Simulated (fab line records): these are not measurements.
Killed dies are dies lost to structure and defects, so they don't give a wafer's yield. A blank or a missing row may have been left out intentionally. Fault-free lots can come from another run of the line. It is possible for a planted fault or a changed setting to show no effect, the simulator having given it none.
Problem report in the 8D (eight disciplines) form, filled by code	flow nand harc	the parts of the form that need people (team, actions taken, sign-off) are left out

== 1. THE PROBLEM ==
Mean of heater power total W at NHARC_P_M1_SOFTBAKE_04: 174.78 W across 9 wafers in 3 lots; on wafers with no fault it is 188.46 W (standard deviation 0.14). That is -98 standard deviations from the usual mean.
The step: time 55 s.
Earliest sighting: wafer L364.2 on litho track-04 at day 9 15:00. Wafers with a number at this step in the record: 39, from 13 lots. Rule for "out" (also "out of limits"): further than 4 standard deviations from the usual mean. All remaining wafers that have a number are taken as sound.

== 2. WHAT IT IS, AND WHAT IT ISN'T ==
question	is	is not
which readings at this step	heater power total W, plate temp C	exhaust pa
which lots	L364, L367, L368	L350, L351, L355, L356, L357, L358, L359, L366, L370, L371
which wafers of those lots	all that have a number	-
read on which tools	litho track-04	litho track-01, litho track-06
when	from day 9 15:00	up to then (21 sound wafers); but 9 sound wafers of L366, L370, L371 came after

== 3. THE SUSPECTS, EACH WITH WHAT RULES IT OUT ==
Counting: a tool stays on the suspect list if, at a process step up to the reading, it processed all lots that are out and no sound lot following the first of them.
- rtp anneal-01 at NHARC_P_M0_ANNEAL_30 (time 90 s): kept. It processed each lot that is out, first L364 at day 9 14:09, and no sound lot thereafter; up to then, the last sound lot it processed was L357 at day 7 22:00.
- litho track-04 at NHARC_P_M1_SOFTBAKE_04 (time 55 s): kept. It processed each lot that is out, first L364 at day 9 15:00, and no sound lot thereafter; up to then, the last sound lot it processed was L358 at day 8 08:00. Out on those wafers are its own readings of heater power total W, plate temp C.
Remaining after the count are rtp anneal-01 at NHARC_P_M0_ANNEAL_30 and litho track-04 at NHARC_P_M1_SOFTBAKE_04.

== 4. THE CAUSE (what the simulator had put in) ==
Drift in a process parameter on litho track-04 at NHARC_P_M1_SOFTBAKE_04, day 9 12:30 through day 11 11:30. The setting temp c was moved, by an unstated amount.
2 suspects survive the count, and this tool is in that group.

== 5. SEQUENCE OF EFFECTS, ordered by route ==
One row per reading whose mean, taken over the struck wafers that have a number, lies over 3 standard deviations from the usual. Readings are gone through only where the record gives a usual standard deviation; hours: the median, over the lots, of the time from a lot's start at the first step in this table giving one to that lot's start at this step; sigmas: the change measured in usual standard deviations.
hours	step	reading	usual	on struck wafers	change	sigmas
0	NHARC_P_M1_SOFTBAKE_04	heater power total W	188.46 W	174.78	-13.68	-98
0	NHARC_P_M1_SOFTBAKE_04	plate temp C	105.00 C	99.36	-5.64	-40
The process steps in it:
- NHARC_P_M1_SOFTBAKE_04: time 55 s.
Later steps that measure or inspect, where all struck wafers having a row at the step show a number for every such reading and not one has moved that far: NHARC_P_M1_INSPECT_11, NHARC_END_SORT_01.

== 6. HOW IT WOULD HAVE BEEN CAUGHT EARLIER ==
2 hours passed between the start of the fault at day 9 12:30 and the first reading out of limits in this record, taken at day 9 15:00.
